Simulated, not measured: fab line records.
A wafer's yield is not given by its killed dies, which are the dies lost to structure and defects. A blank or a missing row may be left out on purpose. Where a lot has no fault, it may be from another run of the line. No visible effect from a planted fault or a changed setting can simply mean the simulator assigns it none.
Which tool did it? -- flow nand harc -- Sampling: 24 lots, 72 wafers, 6 of 1302 route steps

## WHAT EACH GAUGE READ, for each wafer
NHARC_A_ONON_D2_THK_MEAS_21: measures by ellipsometry.
lot,measured,on,thk nm (nm)
L076,day 13 09:16,film metro-01,999 997 997
L074,day 13 09:19,film metro-02,1010 1009 1009
L075,day 13 09:16,film metro-02,988 989 989
L077,day 14 06:44,film metro-01,988 987 988
L078,day 14 06:45,film metro-02,1017 1017 1016
L079,day 15 02:22,film metro-02,995 995 996
L080,day 15 02:21,film metro-01,1011 1012 1012
L081,day 16 05:01,film metro-01,1001 1002 1003
L082,day 16 11:35,film metro-02,1001 999 1001
L083,day 16 11:35,film metro-01,994 994 993
L085,day 17 04:01,film metro-01,1006 1005 1005
L084,day 17 04:01,film metro-01,994 992 995
L086,day 17 22:29,film metro-02,993 990 992
L087,day 18 15:10,film metro-01,1019 1020 1019
L088,day 18 15:10,film metro-02,1003 1004 1004
L089,day 18 15:10,film metro-01,1000 1000 998
L090,day 19 09:02,film metro-01,1000 1002 1000
L091,day 19 09:01,film metro-02,1014 1017 1014
L092,day 20 09:58,film metro-02,1012 1011 1011
L093,day 20 09:56,film metro-01,990 988 989
L094,day 21 09:41,film metro-02,982 981 981
L095,day 22 08:02,film metro-01,999 1000 1002
L096,day 21 22:12,film metro-01,1015 1013 1016
L097,day 22 20:30,film metro-01,1003 1002 1003

NHARC_A_CHANNEL_HOLE_D2_CD_MEAS_31.
lot,measured,on,cd nm (nm)
L076,day 13 21:09,cd sem-02,90.1 89.7 90.6
L074,day 14 01:16,cd sem-02,90.0 90.3 90.5
L075,day 13 21:41,cd sem-02,88.8 89.3 90.9
L077,day 15 00:56,cd sem-02,89.2 89.7 87.8
L078,day 15 04:22,cd sem-02,90.9 89.2 89.6
L079,day 15 17:04,cd sem-02,90.5 90.1 89.5
L080,day 15 16:40,cd sem-01,91.5 90.1 90.0
L081,day 16 16:53,cd sem-03,89.5 90.5 90.3
L082,day 17 01:56,cd sem-03,90.0 89.3 90.2
L083,day 17 06:10,cd sem-03,89.0 90.1 90.9
L085,day 17 19:22,cd sem-02,90.2 89.9 89.4
L084,day 17 22:47,cd sem-03,89.4 89.5 88.6
L086,day 18 12:32,cd sem-01,90.1 88.9 89.8
L087,day 19 07:10,cd sem-02,92.7 91.2 92.5
L088,day 19 03:22,cd sem-02,90.9 89.1 88.4
L089,day 19 07:32,cd sem-03,88.6 91.2 90.6
L090,day 19 22:47,cd sem-03,91.2 90.1 91.5
L091,day 19 21:14,cd sem-01,89.9 90.8 91.4
L092,day 20 22:29,cd sem-03,90.4 90.7 90.0
L093,day 20 22:03,cd sem-03,89.6 90.0 90.0
L094,day 22 02:19,cd sem-03,90.8 90.2 90.3
L095,day 22 19:55,cd sem-03,89.3 89.5 88.7
L096,day 22 11:49,cd sem-01,90.9 91.1 91.3
L097,day 23 08:17,cd sem-02,90.9 89.3 89.2

## WHICH TOOL RAN EACH LOT (tool, then ch and the chambers of the sampled wafers, then the start)
lot,NHARC_A_DECK1_JOINT_ETCHBACK_00,NHARC_A_ONON_D2_DEP_33,NHARC_A_CHANNEL_HOLE_D2_ETCH_24,NHARC_A_CHANNEL_HOLE_D2_ETCH_25
L076,"rie si-02 ch 0,1,2, day 12 00:34","pecvd-04 ch 0,1,2, day 13 11:04","har etch-02 ch 1, day 13 17:51","har etch-02 ch 1, day 13 18:38"
L074,"rie si-03 ch 0,1,3, day 12 00:34","pecvd-03 ch 0,1,2, day 13 11:16","har etch-02 ch 0,1, day 13 21:52","har etch-02 ch 0,1, day 13 22:38"
L075,"rie si-05 ch 0,1,2, day 12 00:35","pecvd-02 ch 0,1, day 13 11:02","har etch-01 ch 0,1, day 13 18:01","har etch-01 ch 0,1, day 13 18:47"
L077,"rie si-03 ch 0,1,3, day 12 11:54","pecvd-03 ch 1,2, day 14 08:33","har etch-01 ch 0,1, day 14 21:40","har etch-01 ch 0,1, day 14 22:27"
L078,"rie si-02 ch 1,3, day 12 22:10","pecvd-04 ch 0,2, day 14 08:46","har etch-02 ch 1, day 15 00:58","har etch-02 ch 1, day 15 01:44"
L079,"rie si-02 ch 0,2,3, day 13 17:23","pecvd-02 ch 0,1, day 15 04:07","har etch-01 ch 0,1, day 15 13:49","har etch-01 ch 0,1, day 15 14:35"
L080,"rie si-03 ch 0,3, day 13 17:24","pecvd-04 ch 0,1, day 15 04:09","har etch-02 ch 0,1, day 15 13:30","har etch-02 ch 0,1, day 15 14:19"
L081,"rie si-05 ch 0,1,3, day 14 16:22","pecvd-02 ch 1,2, day 16 06:46","har etch-02 ch 1, day 16 13:29","har etch-02 ch 1, day 16 14:14"
L082,"rie si-02 ch 1,2,3, day 14 20:53","pecvd-04 ch 0,1,2, day 16 13:22","har etch-01 ch 0,1, day 16 22:32","har etch-01 ch 0,1, day 16 23:19"
L083,"rie si-03 ch 0,2, day 15 03:25","pecvd-04 ch 0,1,2, day 16 13:39","har etch-01 ch 0,1, day 17 02:58","har etch-01 ch 0,1, day 17 03:46"
L085,"rie si-03 ch 0,1, day 15 19:47","pecvd-04 ch 0,2, day 17 05:46","har etch-02 ch 0,1, day 17 16:21","har etch-02 ch 0,1, day 17 17:10"
L084,"rie si-02 ch 2,3, day 15 19:50","pecvd-03 ch 0,1, day 17 05:54","har etch-01 ch 0,1, day 17 19:38","har etch-01 ch 0,1, day 17 20:26"
L086,"rie si-05 ch 1,2,3, day 16 05:18","pecvd-02 ch 1,2, day 18 00:18","har etch-01 ch 1, day 18 09:06","har etch-01 ch 1, day 18 09:53"
L087,"rie si-05 ch 0,3, day 17 04:26","pecvd-04 ch 0,1,2, day 18 17:02","har etch-02 ch 0,1, day 19 03:47","har etch-02 ch 0,1, day 19 04:32"
L088,"rie si-03 ch 1,3, day 17 04:26","pecvd-03 ch 0,1,2, day 18 16:58","har etch-01 ch 0,1, day 19 00:07","har etch-01 ch 0,1, day 19 00:53"
L089,"rie si-05 ch 0,1,2, day 17 08:17","pecvd-02 ch 1,2, day 18 16:59","har etch-01 ch 0,1, day 19 04:17","har etch-01 ch 0,1, day 19 05:04"
L090,"rie si-02 ch 1,3, day 18 01:03","pecvd-04 ch 0,1,2, day 19 10:48","har etch-02 ch 0,1, day 19 19:25","har etch-02 ch 0,1, day 19 20:10"
L091,"rie si-05 ch 0,2,3, day 18 01:06","pecvd-03 ch 0,2, day 19 10:45","har etch-01 ch 0,1, day 19 17:49","har etch-01 ch 0,1, day 19 18:36"
L092,"rie si-03 ch 0,1, day 19 02:19","pecvd-02 ch 0,1,2, day 20 11:46","har etch-02 ch 0,1, day 20 19:13","har etch-02 ch 0,1, day 20 20:01"
L093,"rie si-02 ch 0,1,3, day 19 02:25","pecvd-03 ch 0,1,2, day 20 11:41","har etch-01 ch 0,1, day 20 18:40","har etch-01 ch 0,1, day 20 19:25"
L094,"rie si-03 ch 0,2,3, day 19 21:19","pecvd-02 ch 0,1, day 21 11:29","har etch-01 ch 0,1, day 21 22:55","har etch-01 ch 0,1, day 21 23:41"
L095,"rie si-05 ch 1,2, day 20 02:46","pecvd-04 ch 1,2, day 22 09:52","har etch-02 ch 0,1, day 22 16:38","har etch-02 ch 0,1, day 22 17:26"
L096,"rie si-05 ch 0,2, day 20 10:29","pecvd-02 ch 0,1, day 22 00:08","har etch-02 ch 0,1, day 22 08:26","har etch-02 ch 0,1, day 22 09:11"
L097,"rie si-02 ch 1,3, day 21 07:37","pecvd-02 ch 0,2, day 22 22:20","har etch-02 ch 0,1, day 23 05:01","har etch-02 ch 0,1, day 23 05:47"
- NHARC_A_DECK1_JOINT_ETCHBACK_00: etches the open film in HBr, target depth 30 nm, time 17.4 s.
- NHARC_A_ONON_D2_DEP_33: deposits SiO2, target thk 200 nm.
- NHARC_A_CHANNEL_HOLE_D2_ETCH_24: etches the open film in C4F8/O2/Ar, time 906.2 s, target depth 1500 nm.
- NHARC_A_CHANNEL_HOLE_D2_ETCH_25: etches the open film in C4F8/O2/Ar, time 1040.2 s, target depth 1500 nm.

## WHAT THE TOOLS THEMSELVES READ (means of the sampled wafers that have a number; where no wafer has one, the mark that the record gives instead)
NHARC_A_DECK1_JOINT_ETCHBACK_00.
lot,tool,chamber pressure mTorr (mTorr),drypump motor current A (A),oes product au (a.u.),throttle valve pct (%)
L076,rie si-02,15.004,5.7,0.995,23.266
L074,rie si-03,15.007,5.8,1.004,23.260
L075,rie si-05,15.018,5.3,0.994,23.264
L077,rie si-03,15.011,5.8,1.001,23.272
L078,rie si-02,15.000,5.6,1.003,23.270
L079,rie si-02,15.007,5.8,0.995,23.264
L080,rie si-03,15.009,5.4,1.004,23.266
L081,rie si-05,14.995,5.5,1.000,23.266
L082,rie si-02,14.988,5.7,0.996,23.265
L083,rie si-03,15.010,5.7,0.992,23.271
L085,rie si-03,14.998,5.5,1.008,23.275
L084,rie si-02,15.008,5.8,1.000,23.273
L086,rie si-05,15.007,5.4,0.993,23.266
L087,rie si-05,15.000,5.6,1.003,23.272
L088,rie si-03,15.004,6.1,1.007,23.264
L089,rie si-05,15.005,5.3,1.004,23.263
L090,rie si-02,14.987,5.7,1.008,23.270
L091,rie si-05,14.990,5.6,1.007,23.261
L092,rie si-03,15.000,5.5,1.006,23.261
L093,rie si-02,14.999,5.7,1.003,23.269
L094,rie si-03,15.002,5.7,1.012,23.262
L095,rie si-05,14.995,5.4,0.993,23.269
L096,rie si-05,14.999,5.5,0.998,23.264
L097,rie si-02,14.994,5.7,0.994,23.266

NHARC_A_ONON_D2_DEP_33.
lot,tool,chamber pressure Torr (Torr),heater power w (W),throttle valve pct (%)
L076,pecvd-04,6.512,519,16.2
L074,pecvd-03,6.498,563,15.6
L075,pecvd-02,6.494,458,15.7
L077,pecvd-03,6.507,661,15.6
L078,pecvd-04,6.493,512,16.0
L079,pecvd-02,6.492,451,16.3
L080,pecvd-04,6.480,484,16.1
L081,pecvd-02,6.507,377,16.3
L082,pecvd-04,6.498,529,16.4
L083,pecvd-04,6.500,466,16.2
L085,pecvd-04,6.501,554,16.2
L084,pecvd-03,6.507,642,15.4
L086,pecvd-02,6.504,339,16.1
L087,pecvd-04,6.498,462,16.5
L088,pecvd-03,6.500,557,15.1
L089,pecvd-02,6.488,360,16.0
L090,pecvd-04,6.499,518,16.5
L091,pecvd-03,6.492,513,15.0
L092,pecvd-02,6.492,441,16.0
L093,pecvd-03,6.510,650,15.3
L094,pecvd-02,6.507,474,15.8
L095,pecvd-04,6.512,490,16.6
L096,pecvd-02,6.490,444,15.8
L097,pecvd-02,6.500,348,15.7

NHARC_A_CHANNEL_HOLE_D2_ETCH_24.
lot,tool,chamber pressure mTorr (mTorr),drypump motor current A (A),showerhead plenum p Torr (Torr),throttle valve pct (%)
L076,har etch-02,19.994,5.7,3.49,32.231
L074,har etch-02,20.004,6.2,3.76,32.245
L075,har etch-01,19.997,6.0,3.63,32.234
L077,har etch-01,19.992,6.0,3.62,32.242
L078,har etch-02,20.009,5.7,3.48,32.236
L079,har etch-01,20.001,6.0,3.62,32.238
L080,har etch-02,20.012,6.0,3.61,32.226
L081,har etch-02,20.007,5.7,3.47,32.240
L082,har etch-01,20.000,6.0,3.61,32.236
L083,har etch-01,19.989,6.1,3.57,32.240
L085,har etch-02,19.998,6.0,3.91,32.242
L084,har etch-01,19.984,6.1,3.56,32.230
L086,har etch-01,20.004,5.8,3.65,32.235
L087,har etch-02,19.987,6.0,3.90,32.244
L088,har etch-01,19.996,6.0,3.59,32.238
L089,har etch-01,20.003,6.1,3.55,32.236
L090,har etch-02,19.983,6.0,3.89,32.239
L091,har etch-01,19.989,6.0,3.54,32.239
L092,har etch-02,20.002,6.3,3.87,32.227
L093,har etch-01,20.005,6.0,3.58,32.231
L094,har etch-01,20.001,6.1,3.53,32.236
L095,har etch-02,19.990,6.0,3.87,32.230
L096,har etch-02,20.008,6.3,3.86,32.236
L097,har etch-02,19.998,6.2,3.85,32.237

NHARC_A_CHANNEL_HOLE_D2_ETCH_25.
lot,tool,chamber pressure mTorr (mTorr),drypump motor current A (A),showerhead plenum p Torr (Torr),throttle valve pct (%)
L076,har etch-02,19.983,5.7,3.49,32.237
L074,har etch-02,19.986,6.3,3.76,32.236
L075,har etch-01,20.006,6.0,3.63,32.248
L077,har etch-01,20.017,6.0,3.62,32.244
L078,har etch-02,19.988,5.7,3.48,32.235
L079,har etch-01,20.005,6.0,3.62,32.237
L080,har etch-02,20.004,6.0,3.61,32.235
L081,har etch-02,20.009,5.7,3.47,32.235
L082,har etch-01,20.005,6.0,3.61,32.229
L083,har etch-01,20.008,6.1,3.57,32.230
L085,har etch-02,19.989,6.0,3.91,32.234
L084,har etch-01,19.994,6.1,3.56,32.232
L086,har etch-01,19.982,5.9,3.65,32.245
L087,har etch-02,20.007,6.0,3.90,32.240
L088,har etch-01,20.004,6.0,3.59,32.233
L089,har etch-01,20.018,6.1,3.54,32.242
L090,har etch-02,20.019,6.0,3.89,32.235
L091,har etch-01,19.997,6.1,3.54,32.240
L092,har etch-02,19.995,6.3,3.87,32.234
L093,har etch-01,19.990,6.0,3.58,32.233
L094,har etch-01,20.006,6.1,3.53,32.237
L095,har etch-02,19.963,6.0,3.87,32.228
L096,har etch-02,19.998,6.2,3.86,32.238
L097,har etch-02,20.002,6.2,3.85,32.243

## THE ANSWER, worked out from the rows above alone
Rule: usual is defined by the lots themselves. The widest of any qualifying gaps counts: lots, ordered by their means at a reading, are off when they make up no more than a third of the lots, leave a main group of 4 or more, and stand apart from it by 3 or more times the standard deviation of that group's means. A main group whose means are all the same, to the digits that the tables above print for the reading, isn't used. A lot without any number at a reading at which 4 lots or more have one is off too. Where the step has rows for the other lots, those lots are counted as sound. After the gauges, taken in route order, come the tools' own readings; for these a lot's mean is taken, as printed above. The first step at which some lot is off is used, and at that step the reading that is off furthest; a lot without a number counts as furthest.
Across all readings shown, no lot is off: no conclusion can be drawn from this.

## WHAT THE SIMULATOR HAD PUT IN
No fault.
